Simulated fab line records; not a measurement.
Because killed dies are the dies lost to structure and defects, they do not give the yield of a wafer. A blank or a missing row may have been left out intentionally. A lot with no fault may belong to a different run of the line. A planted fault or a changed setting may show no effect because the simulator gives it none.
Matching of chambers    flow n5_finfet    N5_MIM_TOP_ETCH_PECVD_03 on pecvd-02 has 3 sister chambers
The step deposits SiNx from SiH4/NH3/N2, target thk 20 nm, time 17.6 s. 3 wafers are shown with their chamber, then 9 later ones without.

## EACH WAFER AND ITS CHAMBER
wafer   chamber  showerhead_plenum_p_Torr (Torr)
L264.1  1        5.17
L264.4  0        5.12
L264.5  2        5.15

## WAFERS WITHOUT THEIR CHAMBER
wafer   showerhead_plenum_p_Torr (Torr)
L274.2  5.14
L274.5  5.15
L274.6  5.16
L276.2  5.14
L276.3  5.12
L276.5  5.13
L275.1  5.17
L275.3  5.13
L275.4  5.17

## EACH ONE'S CHAMBER
wafer   from the rows above      in truth
L274.2  can't be placed: 2 or 0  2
L274.5  2                        2
L274.6  can't be placed: 1 or 2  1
L276.2  can't be placed: 2 or 0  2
L276.3  0                        0
L276.5  can't be placed: 0 or 2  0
L275.1  1                        1
L275.3  can't be placed: 0 or 2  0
L275.4  1                        1
Placed correctly: 4 of 9. Unplaceable from these rows: 5, with the true chamber sitting among the candidates in 5. 0 placed wrongly.
How it was worked out, from the rows above alone: a wafer's distance from a chamber is the root of the sum, over the readings, of the square of ((its reading less the chamber's mean) divided by the reading's scatter). If the next closest chamber is less than 2 further off than the closest, the wafer can't be placed; otherwise it belongs to the closest. For every chamber, the mean is computed from those of its wafers that are shown. The scatter (one wafer shown for each chamber): square how far every hidden wafer sits from the nearest shown wafer, average those squares and take the square root.
